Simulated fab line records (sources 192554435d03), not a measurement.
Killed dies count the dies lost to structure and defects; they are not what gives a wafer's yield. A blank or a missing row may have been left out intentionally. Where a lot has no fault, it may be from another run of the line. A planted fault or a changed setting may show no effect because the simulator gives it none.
Matching of chambers    flow n5-finfet    3 sister chambers for N5_BEOL_M3_DEP_57 on pecvd-02
The step deposits SiCN from 3MS/NH3, target thk 8 nm, time 14 s. 6 wafers are shown with their chamber, then 8 later ones without.

## WAFERS PAIRED WITH THEIR CHAMBERS
wafer   chamber  throttle-valve-pct (%)  showerhead-plenum-p-Torr (Torr)
L080.5  1        9.6                     3.662
L080.6  0        9.2                     3.673
L087.1  1        9.4                     3.675
L087.3  2        8.8                     3.661
L087.6  2        8.8                     3.665
L093.1  0        9.1                     3.675

## WAFERS WITH NO CHAMBER GIVEN
wafer   throttle-valve-pct (%)  showerhead-plenum-p-Torr (Torr)
L093.2  9.6                     3.656
L093.4  8.6                     3.675
L091.1  9.6                     3.665
L091.2  8.5                     3.673
L091.3  9.3                     3.666
L096.1  9.8                     3.667
L096.2  8.9                     3.679
L096.4  9.8                     3.668

## EACH ONE'S CHAMBER
wafer   from the rows above      in truth
L093.2  1                        1
L093.4  2                        2
L091.1  1                        1
L091.2  2                        2
L091.3  can't be placed: 0 or 1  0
L096.1  1                        1
L096.2  can't be placed: 0 or 2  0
L096.4  1                        1
6 of 8 placed correctly. Not placeable from these rows: 2 (in 2, the candidates include the true chamber). Number placed wrongly: 0.
How it was worked out, from the rows above alone: a wafer's distance from a chamber is the root of the sum, over the readings, of the square of ((its reading less the chamber's mean) divided by the reading's scatter). If the next closest chamber is less than 2 further off than the closest, the wafer can't be placed; otherwise it belongs to the closest. The mean given for a chamber averages the wafers shown for that chamber. The scatter: take each reading less its chamber's mean, square it, sum over the shown wafers, divide by the number of wafers less the number of chambers, and take the root.
